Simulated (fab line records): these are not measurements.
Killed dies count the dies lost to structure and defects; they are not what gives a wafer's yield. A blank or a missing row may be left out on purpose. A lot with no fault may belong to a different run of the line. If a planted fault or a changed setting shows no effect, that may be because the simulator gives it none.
Code-filled problem report in 8D (eight disciplines) form / flow n5_finfet / the parts of the form that need people (team, actions taken, sign-off) are left out

1. WHAT IS WRONG
spin_speed_rpm at N5_BEOL_M0_SAQP_COAT_08 reads a mean of 1203.8 rpm on 6 wafers of 2 lots; wafers without a fault read 1499.8 rpm with a standard deviation of 1. So: -99 or more standard deviations from the usual mean.
The step: resist thk 90 nm.
First seen on wafer L517.1, day 11 00:00, on litho_track-03. Wafers with a number at this step in the record: 28, from 10 lots. The rule behind "out" and "out of limits": a value lying over 4 standard deviations away from the usual mean. All remaining wafers that have a number are taken as sound.

2. WHAT IT IS; WHAT IT IS NOT
question=which readings at this step | is=spin_speed_rpm | is not=-
question=which lots | is=L515, L517 | is not=L498, L503, L504, L507, L509, L512, L520, L521
question=which wafers of those lots | is=all that have a number | is not=-
question=read on which tools | is=litho_track-03 | is not=litho_track-05
question=when | is=from day 11 00:00 | is not=up to then (18 sound wafers); but 4 sound wafers of L520, L521 came after

3. SUSPECTS, AND WHAT RULES EACH OUT
Counting: any tool at a process step up to the reading is kept as a suspect provided that every lot that is out went through it and no sound lot did after the first of them.
- plasma_asher-01 at N5_MOL_CONTACT_COAG_STRIP_49 (strips in N2/H2, time 30 s): ruled out as a lasting fault. Following L517 (day 10 18:51), the first lot on it that is out, the sound lots L521 were run on it.
- litho_track-03 at N5_BEOL_M0_SAQP_COAT_08 (resist thk 90 nm): kept. It processed each lot that is out, first L517 at day 11 00:00, and no sound lot thereafter; up to then, the last sound lot it processed was L512 at day 10 01:16. On those wafers its own readings are out: spin_speed_rpm.
Left after counting: litho_track-03 at N5_BEOL_M0_SAQP_COAT_08.

4. THE CAUSE (what the simulator had put in)
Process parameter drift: litho_track-03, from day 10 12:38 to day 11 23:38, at N5_BEOL_M0_SAQP_COAT_08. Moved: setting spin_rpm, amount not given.
This tool alone remained once counting was done.

5. THE CHAIN OF EFFECTS, in route order
Each row: a reading where the mean over the struck wafers with a number is more than 3 standard deviations away from the usual. Only readings for which the record gives a usual standard deviation are gone through. hours: the time from each lot's start at the first step in this table that gives one to its start at this step, as a median over the lots. sigmas: the change in usual standard deviations.
hours=0; step=N5_BEOL_M0_SAQP_COAT_08; reading=spin_speed_rpm; usual=1499.8 rpm; on struck wafers=1203.8; change=-296.0; sigmas=-99 or more
Process steps it contains:
- N5_BEOL_M0_SAQP_COAT_08: resist thk 90 nm.
Later measuring or inspecting steps at which every struck wafer that the step has a row for has a number for every such reading, and none has moved that far: N5_BEOL_M4_RC_MEAS_101.

6. WHAT WOULD HAVE CAUGHT IT SOONER
In this record the first reading out of limits was taken at day 11 00:00, 11 hours after the fault began at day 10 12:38.
